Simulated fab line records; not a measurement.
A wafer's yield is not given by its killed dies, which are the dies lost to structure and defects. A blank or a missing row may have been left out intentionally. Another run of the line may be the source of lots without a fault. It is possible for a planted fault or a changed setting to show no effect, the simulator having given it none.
Which tool was responsible? -- flow nand_harc -- 10 lots, 30 wafers sampled, at 5 steps of a route of 1302

## WHAT THE GAUGES SHOWED, per wafer
NHARC_A_CHANNEL_HOLE_D2_INSPECT_40.
lot,measured,on,raw_defect_count
L639,day 13 17:31,defect_inspect-01,312 313 235
L642,day 14 15:45,defect_inspect-01,448 355 261
L641,day 14 19:43,defect_inspect-01,289 303 291
L640,day 14 19:56,defect_inspect-02,457 245 277
L651,day 18 21:29,defect_inspect-02,371 1268 375
L652,day 19 07:16,defect_inspect-02,1366 1345 264
L654,day 20 06:30,defect_inspect-01,155 188 287
L656,day 20 17:13,defect_inspect-02,321 329 257
L658,day 22 02:58,defect_inspect-01,285 266 258
L661,day 23 05:44,defect_inspect-02,188 207 177

## TOOL THAT RAN EACH LOT (tool first, then ch and the chambers of the sampled wafers, then the start)
lot,NHARC_A_CHANNEL_HOLE_D2_ETCH_20,NHARC_A_CHANNEL_HOLE_D2_ETCH_24,NHARC_A_CHANNEL_HOLE_D2_ETCH_25,NHARC_A_CHANNEL_HOLE_D2_ETCH_44
L639,"har_etch-01 ch 0,1, day 13 11:53","har_etch-01 ch 0,1, day 13 13:55","har_etch-01 ch 0,1, day 13 14:41","rie_diel-06 ch 0,1,2, day 13 16:32"
L642,"har_etch-01 ch 0,1, day 14 10:11","har_etch-01 ch 0,1, day 14 12:11","har_etch-01 ch 0,1, day 14 12:58","rie_diel-10 ch 0,1,3, day 14 14:47"
L641,"har_etch-02 ch 0,1, day 14 14:08","har_etch-02 ch 0,1, day 14 16:09","har_etch-02 ch 0,1, day 14 16:55","rie_diel-06 ch 0,1, day 14 18:45"
L640,"har_etch-01 ch 0,1, day 14 14:20","har_etch-01 ch 0,1, day 14 16:20","har_etch-01 ch 0,1, day 14 17:07","rie_diel-10 ch 0,1,2, day 14 18:56"
L651,"har_etch-01 ch 0,1, day 18 15:59","har_etch-01 ch 0,1, day 18 18:04","har_etch-01 ch 0,1, day 18 18:50","rie_diel-06 ch 1,3, day 18 20:31"
L652,"har_etch-01 ch 0,1, day 19 01:43","har_etch-01 ch 0,1, day 19 03:43","har_etch-01 ch 0,1, day 19 04:29","rie_diel-10 ch 0,2,3, day 19 06:17"
L654,"har_etch-02 ch 0,1, day 20 00:55","har_etch-02 ch 0,1, day 20 03:09","har_etch-02 ch 0,1, day 20 03:59","rie_diel-06 ch 0,1,2, day 20 05:25"
L656,"har_etch-02 ch 0,1, day 20 11:38","har_etch-02 ch 0,1, day 20 13:44","har_etch-02 ch 0,1, day 20 14:32","rie_diel-10 ch 1,2, day 20 16:13"
L658,"har_etch-02 ch 0,1, day 21 21:20","har_etch-02 ch 0,1, day 21 23:22","har_etch-02 ch 0,1, day 22 00:09","rie_diel-01 ch 1,2, day 22 01:59"
L661,"har_etch-02 ch 0,1, day 23 00:11","har_etch-02 ch 0,1, day 23 02:11","har_etch-02 ch 0,1, day 23 02:57","rie_diel-01 ch 0,1,3, day 23 04:46"
- NHARC_A_CHANNEL_HOLE_D2_ETCH_20: etches the open film in C4F8/O2/Ar, time 361.9 s, target depth 1600 nm.
- NHARC_A_CHANNEL_HOLE_D2_ETCH_24: etches the open film in C4F8/O2/Ar, time 906.2 s, target depth 1500 nm.
- NHARC_A_CHANNEL_HOLE_D2_ETCH_25: etches the open film in C4F8/O2/Ar, time 1040.2 s, target depth 1500 nm.
- NHARC_A_CHANNEL_HOLE_D2_ETCH_44: etches the open film in CF4/O2, target depth 140 nm, overetch 14 nm, time 77 s.

## THE ANSWER, worked out from the rows above alone
Rule: usual is defined by the lots themselves. The widest of any qualifying gaps counts: lots, ordered by their means at a reading, are off when they make up no more than a third of the lots, leave a main group of 4 or more, and stand apart from it by 3 or more times the standard deviation of that group's means. The tables above print the reading to a certain number of digits; a main group whose means all agree to those digits is not used. Also off: a lot with no number at a reading for which 4 or more lots have one. Where the step has rows for the other lots, those lots are counted as sound.
Off: L651, L652 (NHARC_A_CHANNEL_HOLE_D2_INSPECT_40, raw_defect_count). Mean 279 and standard deviation 52 in the main group.
If a tool, at a process step before that reading, ran all the lots that are off and no sound lot after the first of them, it fits. Those tools and the gauges at NHARC_A_CHANNEL_HOLE_D2_INSPECT_40 are tried in the same way. One fits: NHARC_A_CHANNEL_HOLE_D2_ETCH_20 and NHARC_A_CHANNEL_HOLE_D2_ETCH_24 and NHARC_A_CHANNEL_HOLE_D2_ETCH_25 on har_etch-01. At NHARC_A_CHANNEL_HOLE_D2_ETCH_20 its last sound lot is L640 (day 14 14:20), its first lot that is off L651 (day 18 15:59): a fault that began between those two fits.

## WHAT THE SIMULATOR PUT IN
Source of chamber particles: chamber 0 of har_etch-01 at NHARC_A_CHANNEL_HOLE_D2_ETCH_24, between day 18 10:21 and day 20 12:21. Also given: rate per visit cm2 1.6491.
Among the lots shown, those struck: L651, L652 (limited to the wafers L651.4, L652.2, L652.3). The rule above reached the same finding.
